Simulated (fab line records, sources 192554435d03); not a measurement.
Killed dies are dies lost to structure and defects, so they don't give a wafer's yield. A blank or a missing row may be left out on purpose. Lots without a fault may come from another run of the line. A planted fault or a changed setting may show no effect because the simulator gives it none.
Which tool did it? | flow n5_finfet | 11 lots, 32 wafers sampled, at 3 steps of a route of 1938

WHAT THE GAUGES READ, wafer by wafer
N5_BEOL_M4_RC_MEAS_101.
lot  | measured     | on        | CJ_P
L631 | day 8 21:15  | prober-02 | 6.2 5.8 6.3
L632 | day 8 21:51  | prober-01 | 5.6 6.3 6.0
L635 | day 9 23:16  | prober-02 | 4.3 4.3 4.4
L636 | day 10 03:35 | prober-01 | 5.5 5.1 5.6
L638 | day 10 06:41 | prober-01 | 4.7 4.9 4.5
L643 | day 11 18:24 | prober-01 | 5.9 6.0 5.3
L647 | day 13 13:41 | prober-02 | 6.1 5.4 5.6
L648 | day 12 21:49 | prober-01 | 6.1 5.8 5.9
L649 | day 12 22:44 | prober-01 | 5.7 6.0 6.2
L652 | day 13 20:39 | prober-01 | 6.2 5.8 6.2
L653 | day 14 06:51 | prober-02 | 6.3 5.7

WHICH TOOL RAN EACH LOT (tool, then ch and the chambers of the sampled wafers, then the start)
lot  | N5_WELL_APT_IMPLANT_15         | N5_WELL_APT_EPI_41
L631 | implanter-02 ch 0, day 1 20:04 | epi_rpcvd-04 ch 0, day 1 21:55
L632 | implanter-02 ch 0, day 2 02:03 | epi_rpcvd-03 ch 0, day 2 04:17
L635 | implanter-02 ch 0, day 2 20:14 | epi_rpcvd-01 ch 0, day 2 22:08
L636 | implanter-01 ch 0, day 3 02:16 | epi_rpcvd-04 ch 0, day 3 04:40
L638 | implanter-02 ch 0, day 3 14:06 | epi_rpcvd-01 ch 0, day 3 16:11
L643 | implanter-01 ch 0, day 4 19:55 | epi_rpcvd-01 ch 0, day 4 22:11
L647 | implanter-02 ch 0, day 5 20:03 | epi_rpcvd-04 ch 0, day 5 22:13
L648 | implanter-02 ch 0, day 6 02:14 | epi_rpcvd-01 ch 0, day 6 04:13
L649 | implanter-01 ch 0, day 6 08:23 | epi_rpcvd-03 ch 0, day 6 10:26
L652 | implanter-02 ch 0, day 7 02:35 | epi_rpcvd-01 ch 0, day 7 05:11
L653 | implanter-02 ch 0, day 7 08:18 | epi_rpcvd-03 ch 0, day 7 10:43
- N5_WELL_APT_IMPLANT_15
- N5_WELL_APT_EPI_41: deposits Si from SiH4/H2, target thk 50 nm, time 297.7 s.

THE ANSWER, worked out from the rows above alone
Rule: what is usual is taken from the lots themselves. Put in order of their means at a reading, lots are off if they are a third of the lots or fewer, leave a main group of 4 or more, and stand apart from it by a gap of 3 or more times the standard deviation of the main group's means; of several such gaps the widest counts. A main group whose means are all the same, to the digits that the tables above print for the reading, isn't used. A lot without any number at a reading at which 4 lots or more have one is off too. The other lots that the step has rows for count as sound.
Off: L635, L638, at N5_BEOL_M4_RC_MEAS_101 (CJ_P). The main group: mean 5.9, standard deviation 0.21.
A tool fits if, at a process step before that reading, it ran every lot that is off, and no sound lot after the first of them. The gauges at N5_BEOL_M4_RC_MEAS_101 are tried like those tools. None of those tried fits.

WHAT THE SIMULATOR HAD PUT IN
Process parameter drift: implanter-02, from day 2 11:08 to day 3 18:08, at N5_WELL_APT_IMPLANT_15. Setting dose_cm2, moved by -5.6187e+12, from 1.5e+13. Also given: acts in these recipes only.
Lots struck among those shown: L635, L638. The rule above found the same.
